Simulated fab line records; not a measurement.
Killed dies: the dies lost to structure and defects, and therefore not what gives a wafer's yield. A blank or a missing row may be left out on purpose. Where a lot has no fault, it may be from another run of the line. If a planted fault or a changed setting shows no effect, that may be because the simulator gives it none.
Chamber matching    flow n5-finfet    N5_BEOL_M2_ETCHBACK_99 on rie-diel-03: 4 sister chambers
The step etches SiO2 in CHF3, target depth 5 nm, time 10.4 s. 22 wafers are shown with their chamber, then 11 later ones without.

WAFERS WITH THEIR CHAMBER
wafer   chamber  showerhead-plenum-p-Torr (Torr)  drypump-motor-current-A (A)  throttle-valve-pct (%)
L075.3  1        2.16                             6.6                          17.41
L075.4  0        2.21                             5.5                          16.93
L075.6  1        2.16                             6.5                          17.41
L077.1  3        2.29                             5.3                          17.19
L077.3  0        2.21                             5.5                          16.96
L077.4  2        2.09                             5.8                          17.19
L080.1  0        2.20                             5.6                          16.95
L080.2  1        2.16                             6.6                          17.41
L080.4  3        2.29                             5.3                          17.20
L082.2  2        2.08                             5.8                          17.22
L082.4  0        2.20                             5.5                          16.96
L082.6  0        2.20                             5.6                          16.95
L084.3  2        2.08                             5.7                          17.20
L084.4  3        2.29                             5.3                          17.19
L084.5  0        2.20                             5.5                          16.96
L085.3  1        2.16                             6.6                          17.44
L085.5  3        2.29                             5.3                          17.21
L085.6  2        2.08                             5.8                          17.21
L090.3  3        2.29                             5.3                          17.22
L090.4  1        2.15                             6.6                          17.46
L090.5  1        2.15                             6.6                          17.45
L091.1  1        2.15                             6.5                          17.45

SIGNATURES, as means of the wafers listed above
reading                   chamber 0  chamber 1  chamber 2  chamber 3  scatter within a chamber
showerhead-plenum-p-Torr  2.2033     2.1557     2.0825     2.2900     0.00459
drypump-motor-current-A   5.533      6.571      5.775      5.300      0.0442
throttle-valve-pct        16.9517    17.4329    17.2050    17.2020    0.0163
Rule: for each reading, subtract the chamber's mean from the wafer's reading, divide by that reading's scatter and square the result; add these up over the readings and take the root, which gives the wafer's distance from the chamber. If the next closest chamber is less than 2 further off than the closest, the wafer can't be placed; otherwise it belongs to the closest. The scatter is the square root of a quotient: the sum, over the shown wafers, of each reading's squared deviation from its chamber's mean, divided by wafers minus chambers.

WAFERS MISSING THEIR CHAMBER
wafer   showerhead-plenum-p-Torr (Torr)  drypump-motor-current-A (A)  throttle-valve-pct (%)
L091.2  2.28                             5.3                          17.22
L091.5  2.28                             5.3                          17.22
L093.1  2.08                             5.7                          17.26
L093.2  2.20                             5.5                          17.00
L093.3  2.28                             5.3                          17.24
L096.2  2.28                             5.3                          17.24
L096.3  2.07                             5.7                          17.25
L096.4  2.15                             6.6                          17.47
L097.1  2.28                             5.3                          17.25
L097.3  2.15                             6.6                          17.48
L097.6  2.28                             5.3                          17.24

THE CHAMBER EACH PASSED THROUGH
wafer   from the rows above  in truth
L091.2  3                    3
L091.5  3                    3
L093.1  2                    2
L093.2  0                    0
L093.3  3                    3
L096.2  3                    3
L096.3  2                    2
L096.4  1                    1
L097.1  3                    3
L097.3  1                    1
L097.6  3                    3
Correct placement for 11 of the 11. Not placeable from these rows: 0. 0 placed wrongly.
